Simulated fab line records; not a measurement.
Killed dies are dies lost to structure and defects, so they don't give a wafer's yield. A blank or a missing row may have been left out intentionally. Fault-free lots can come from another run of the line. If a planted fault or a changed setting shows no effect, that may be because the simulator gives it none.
Matching of chambers | flow nand-harc | 4 sister chambers for NHARC_A_WL_FILL_ALD_19 on ald-metal-02
The step deposits TiN, target thk 2 nm, pulse time 3 s, ald cycles 100. 8 wafers are shown with their chamber, then 9 later ones without.

== WAFERS PAIRED WITH THEIR CHAMBERS ==
wafer  | chamber | heater-power-w (W) | precursor-pulse-height-rel
L075.3 | 1       | 1078               | 0.997
L080.1 | 0       | 1106               | 1.029
L086.2 | 0       | 1145               | 0.997
L086.4 | 1       | 1031               | 0.983
L086.6 | 2       | 1209               | 0.991
L090.1 | 3       | 1082               | 1.042
L090.3 | 2       | 1204               | 1.032
L090.5 | 3       | 1090               | 0.974

== WAFERS WHOSE CHAMBER IS MISSING ==
wafer  | heater-power-w (W) | precursor-pulse-height-rel
L089.2 | 1029               | 1.031
L089.3 | 1125               | 1.014
L089.5 | 1191               | 0.996
L092.1 | 1049               | 0.998
L092.4 | 1195               | 1.006
L092.6 | 1089               | 0.978
L096.1 | 1189               | 0.988
L096.2 | 1128               | 1.006
L096.3 | 1020               | 1.018

== EACH ONE'S CHAMBER ==
wafer  | from the rows above          | in truth
L089.2 | can't be placed: 1 or 3      | 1
L089.3 | can't be placed: 0 or 3      | 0
L089.5 | 2                            | 2
L092.1 | can't be placed: 1 or 3      | 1
L092.4 | 2                            | 2
L092.6 | can't be placed: 3 or 1 or 0 | 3
L096.1 | can't be placed: 2 or 0      | 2
L096.2 | can't be placed: 0 or 3      | 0
L096.3 | can't be placed: 1 or 3      | 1
Placed correctly: 2 of 9. These rows do not allow placing 7 (true chamber among the candidates in 7). Wrongly placed: 0.
How it was worked out, from the rows above alone: a wafer's distance from a chamber is the root of the sum, over the readings, of the square of ((its reading less the chamber's mean) divided by the reading's scatter). The wafer belongs to the nearest chamber; if the next one is less than 2 further off, it can't be placed. A chamber's mean is the mean of its shown wafers. The scatter is the square root of a quotient: the sum, over the shown wafers, of each reading's squared deviation from its chamber's mean, divided by wafers minus chambers.
